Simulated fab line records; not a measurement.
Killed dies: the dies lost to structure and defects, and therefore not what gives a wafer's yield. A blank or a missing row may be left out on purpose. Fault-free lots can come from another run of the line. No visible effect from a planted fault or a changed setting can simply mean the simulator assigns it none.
Which tool is to blame?    flow nand-harc    15 lots, 45 wafers sampled, at 4 steps of a route of 1159

WHAT THE GAUGES SHOWED, per wafer
NHARC_A_ZERO_WELL_INSPECT_17.
lot   measured      on                 raw-defect-count
L809  day 6 09:00   defect-inspect-02  5 13 15
L812  day 7 09:53   defect-inspect-01  19 6 27
L813  day 7 12:58   defect-inspect-01  11 9 8
L810  day 7 13:40   defect-inspect-02  5 9 13
L814  day 8 04:52   defect-inspect-01  9 6 6
L815  day 8 06:52   defect-inspect-01  6 11 11
L817  day 8 12:22   defect-inspect-02  5 14 3
L818  day 9 01:31   defect-inspect-01  6 5 8
L821  day 9 19:12   defect-inspect-02  3 7 8
L819  day 9 20:35   defect-inspect-01  6 7 5
L825  day 10 15:30  defect-inspect-02  7 11 3
L828  day 11 03:00  defect-inspect-01  9 10 6
L829  day 11 09:15  defect-inspect-01  20 6 18
L831  day 11 20:38  defect-inspect-01  9 15 6
L830  day 11 21:16  defect-inspect-01  11 19 11

NHARC_A_ONON_D1_INSPECT_32.
lot   measured      on                 raw-defect-count
L809  day 7 21:58   defect-inspect-01  116 98 80
L812  day 8 23:07   defect-inspect-02  107 53 101
L813  day 8 23:20   defect-inspect-01  31 45 43
L810  day 8 22:59   defect-inspect-02  44 51 73
L814  day 9 15:09   defect-inspect-01  46 63 52
L815  day 9 14:58   defect-inspect-02  53 74 63
L817  day 9 21:44   defect-inspect-02  49 46 71
L818  day 10 11:23  defect-inspect-01  52 37 39
L821  day 11 05:05  defect-inspect-01  114 100 120
L819  day 11 05:05  defect-inspect-02  105 128 92
L825  day 12 02:42  defect-inspect-02  69 84 47
L828  day 12 13:28  defect-inspect-01  107 109 74
L829  day 12 19:44  defect-inspect-01  75 61 59
L831  day 13 06:58  defect-inspect-01  82 56 88
L830  day 13 06:42  defect-inspect-02  41 96 53

NHARC_END_SORT_01.
lot   measured      on         killed-at-array  killed-at-other  killed-at-periphery  killed-dies  killed-open  killed-short
L817  day 21 15:29  prober-02  672 671 676      1 0 0            4 6 1                677 677 677  4 4 2        4 4 1
L818  day 22 07:00  prober-01  675 671 675      0 0 0            2 6 2                677 677 677  2 2 4        3 1 1
L821  day 22 08:38  prober-02  673 674 673      0 0 0            4 3 4                677 677 677  5 3 4        5 3 0

WHAT TOOL EACH LOT RAN ON (gives the tool, then ch and the chambers of the sampled wafers, and finally the start)
lot   NHARC_A_ONON_D1_DEP_16
L809  pecvd-onon-02 ch 0, day 7 18:38
L812  pecvd-onon-01 ch 0, day 8 19:50
L813  pecvd-onon-04 ch 0, day 8 19:59
L810  pecvd-onon-02 ch 0, day 8 19:43
L814  pecvd-onon-04 ch 0, day 9 11:53
L815  pecvd-onon-02 ch 0, day 9 11:36
L817  pecvd-onon-01, day 9 18:20
L818  pecvd-onon-02, day 10 08:01
L821  pecvd-onon-02, day 11 01:17
L819  pecvd-onon-01 ch 0, day 11 01:13
L825  pecvd-onon-01 ch 0, day 11 23:23
L828  pecvd-onon-01 ch 0, day 12 10:13
L829  pecvd-onon-01 ch 0, day 12 16:24
L831  pecvd-onon-04 ch 0, day 13 03:23
L830  pecvd-onon-02 ch 0, day 13 03:26
- NHARC_A_ONON_D1_DEP_16: target thk 1000 nm.

WHAT THE TOOLS THEMSELVES READ (means of the sampled wafers that have a number; where no wafer has one, the mark that the record gives instead)
NHARC_A_ONON_D1_DEP_16.
lot   tool           n2-flow-sccm (sccm)  n2o-flow-sccm (sccm)
L809  pecvd-onon-02  2770                 1999
L812  pecvd-onon-01  2752                 2003
L813  pecvd-onon-04  2756                 2001
L810  pecvd-onon-02  2752                 1994
L814  pecvd-onon-04  2760                 2004
L815  pecvd-onon-02  2749                 1997
L817  pecvd-onon-01  -                    -
L818  pecvd-onon-02  -                    -
L821  pecvd-onon-02  -                    -
L819  pecvd-onon-01  2751                 2002
L825  pecvd-onon-01  2761                 1991
L828  pecvd-onon-01  2763                 2004
L829  pecvd-onon-01  2755                 1996
L831  pecvd-onon-04  2753                 1993
L830  pecvd-onon-02  2747                 1994

THE ANSWER, worked out from the rows above alone
Rule: what is usual is taken from the lots themselves. The widest of any qualifying gaps counts: lots, ordered by their means at a reading, are off when they make up no more than a third of the lots, leave a main group of 4 or more, and stand apart from it by 3 or more times the standard deviation of that group's means. The tables above print the reading to a certain number of digits; a main group whose means all agree to those digits is not used. A lot without any number at a reading at which 4 lots or more have one is off too. Where the step has rows for the other lots, those lots are counted as sound. The gauges are gone through in route order, then the tools' own readings, and for those a lot's mean is taken as printed above. At the first step where some lot is off, the reading lying furthest off is the one used; lots without a number count as furthest.
Off: L817, L818, L821, at NHARC_A_ONON_D1_DEP_16 (n2-flow-sccm). Without a number there: L817, L818, L821. Main group: mean 2756 sccm, sd 6.3.
A tool fits if, at that step or a process step before it, it ran every lot that is off, and no sound lot after the first of them. None of those tried fits.

WHAT HAD BEEN PUT IN BY THE SIMULATOR
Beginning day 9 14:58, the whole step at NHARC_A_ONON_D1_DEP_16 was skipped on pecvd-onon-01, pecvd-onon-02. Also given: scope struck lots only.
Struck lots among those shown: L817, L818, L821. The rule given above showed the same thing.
